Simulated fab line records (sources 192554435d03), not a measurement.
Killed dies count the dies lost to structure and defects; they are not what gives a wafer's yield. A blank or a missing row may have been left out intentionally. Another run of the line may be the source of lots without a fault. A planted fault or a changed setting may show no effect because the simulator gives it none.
Chamber matching -- flow n5_finfet -- N5_BEOL_M2_DEP_57 on pecvd-04 has 3 sister chambers
The step deposits SiCN from 3MS/NH3, target thk 8 nm, time 14 s. 16 wafers are shown with their chamber, then 8 later ones without.

## WAFERS WITH THEIR CHAMBER
wafer,chamber,showerhead_plenum_p_Torr (Torr),throttle_valve_pct (%)
L079.1,2,3.649,10.3
L079.2,1,3.677,9.3
L079.6,1,3.675,9.3
L082.1,2,3.655,10.2
L082.3,2,3.658,10.7
L082.6,1,3.671,9.5
L084.2,0,3.696,9.5
L084.3,1,3.678,9.5
L084.6,0,3.676,9.4
L091.1,1,3.677,9.2
L091.2,2,3.650,9.0
L091.3,0,3.682,9.7
L091.4,2,3.653,9.0
L091.5,0,3.689,9.4
L091.6,1,3.675,9.1
L094.1,1,3.673,9.3

SIGNATURES (means of the wafers above)
reading,chamber 0,chamber 1,chamber 2,scatter within a chamber
showerhead_plenum_p_Torr,3.68575,3.67514,3.65300,0.00493
throttle_valve_pct,9.500,9.314,9.840,0.454
Rule: for a wafer and a chamber, the distance is found by dividing, reading by reading, the gap between the wafer's reading and the chamber's mean by the reading's scatter, squaring, summing and taking the root. If the next closest chamber is less than 2 further off than the closest, the wafer can't be placed; otherwise it belongs to the closest. The scatter is the square root of a quotient: the sum, over the shown wafers, of each reading's squared deviation from its chamber's mean, divided by wafers minus chambers.

## WAFERS WITH NO CHAMBER GIVEN
wafer,showerhead_plenum_p_Torr (Torr),throttle_valve_pct (%)
L094.2,3.649,8.9
L094.3,3.691,9.2
L094.4,3.678,9.2
L094.5,3.685,9.6
L094.6,3.661,9.0
L096.1,3.686,9.5
L096.2,3.670,9.1
L096.6,3.653,8.9

## CHAMBER TAKEN BY EACH
wafer,from the rows above,in truth
L094.2,2,2
L094.3,can't be placed: 0 or 1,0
L094.4,can't be placed: 1 or 0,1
L094.5,can't be placed: 0 or 1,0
L094.6,can't be placed: 2 or 1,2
L096.1,0,0
L096.2,1,1
L096.6,2,2
4 of 8 placed correctly. These rows do not allow placing 4 (true chamber among the candidates in 4). Placed wrongly: 0.
